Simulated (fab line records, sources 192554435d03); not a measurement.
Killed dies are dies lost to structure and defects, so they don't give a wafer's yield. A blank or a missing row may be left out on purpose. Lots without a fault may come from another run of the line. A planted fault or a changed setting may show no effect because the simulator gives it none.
Chamber matching | flow n5_finfet | N5_BEOL_M13_DESCUM_15 on rie_diel-02: 4 sister chambers
The step chemistry O2, time 7.9 s. 16 wafers are shown with their chamber, then 8 later ones without.

WAFERS WITH THEIR CHAMBER
wafer  | chamber | showerhead_plenum_p_Torr (Torr) | throttle_valve_pct (%) | oes_product_au (a.u.)
L075.4 | 2       | 2.02                            | 20.45                  | 0.82
L075.5 | 3       | 2.13                            | 20.07                  | 0.94
L075.6 | 2       | 2.02                            | 20.46                  | 0.82
L076.2 | 3       | 2.13                            | 20.07                  | 0.92
L076.3 | 0       | 1.93                            | 20.78                  | 0.73
L076.6 | 3       | 2.13                            | 20.08                  | 0.93
L083.1 | 1       | 2.06                            | 20.52                  | 0.94
L083.4 | 2       | 2.02                            | 20.49                  | 0.81
L083.5 | 1       | 2.06                            | 20.51                  | 0.94
L085.2 | 1       | 2.06                            | 20.54                  | 0.93
L085.4 | 0       | 1.93                            | 20.80                  | 0.72
L085.5 | 0       | 1.93                            | 20.78                  | 0.72
L086.2 | 3       | 2.12                            | 20.09                  | 0.91
L086.3 | 1       | 2.06                            | 20.52                  | 0.92
L086.6 | 2       | 2.02                            | 20.48                  | 0.80
L087.3 | 3       | 2.12                            | 20.11                  | 0.89

SIGNATURES (means of the wafers above)
reading                  | chamber 0 | chamber 1 | chamber 2 | chamber 3 | scatter within a chamber
showerhead_plenum_p_Torr | 1.9300    | 2.0600    | 2.0200    | 2.1260    | 0.00316
throttle_valve_pct       | 20.7867   | 20.5225   | 20.4700   | 20.0840   | 0.0154
oes_product_au           | 0.7233    | 0.9325    | 0.8125    | 0.9180    | 0.0132
Rule: a wafer's distance from a chamber is the root of the sum, over the readings, of the square of ((its reading less the chamber's mean) divided by the reading's scatter). The wafer belongs to the nearest chamber; if the next one is less than 2 further off, it can't be placed. The scatter: the root of (the sum of the squares of (reading less its chamber's mean) over the shown wafers, divided by (wafers less chambers)).

WAFERS WITHOUT THEIR CHAMBER
wafer  | showerhead_plenum_p_Torr (Torr) | throttle_valve_pct (%) | oes_product_au (a.u.)
L087.5 | 1.92                            | 20.80                  | 0.71
L087.6 | 2.12                            | 20.08                  | 0.89
L095.2 | 2.01                            | 20.51                  | 0.79
L095.5 | 2.01                            | 20.52                  | 0.79
L095.6 | 1.92                            | 20.83                  | 0.70
L094.3 | 2.01                            | 20.51                  | 0.78
L094.4 | 1.92                            | 20.82                  | 0.69
L094.6 | 2.01                            | 20.53                  | 0.78

WHICH CHAMBER EACH WENT THROUGH
wafer  | from the rows above | in truth
L087.5 | 0                   | 0
L087.6 | 3                   | 3
L095.2 | 2                   | 2
L095.5 | 2                   | 2
L095.6 | 0                   | 0
L094.3 | 2                   | 2
L094.4 | 0                   | 0
L094.6 | 2                   | 2
Placed correctly: 8 of 8. Can't be placed from these rows: 0. Placed wrongly: 0.
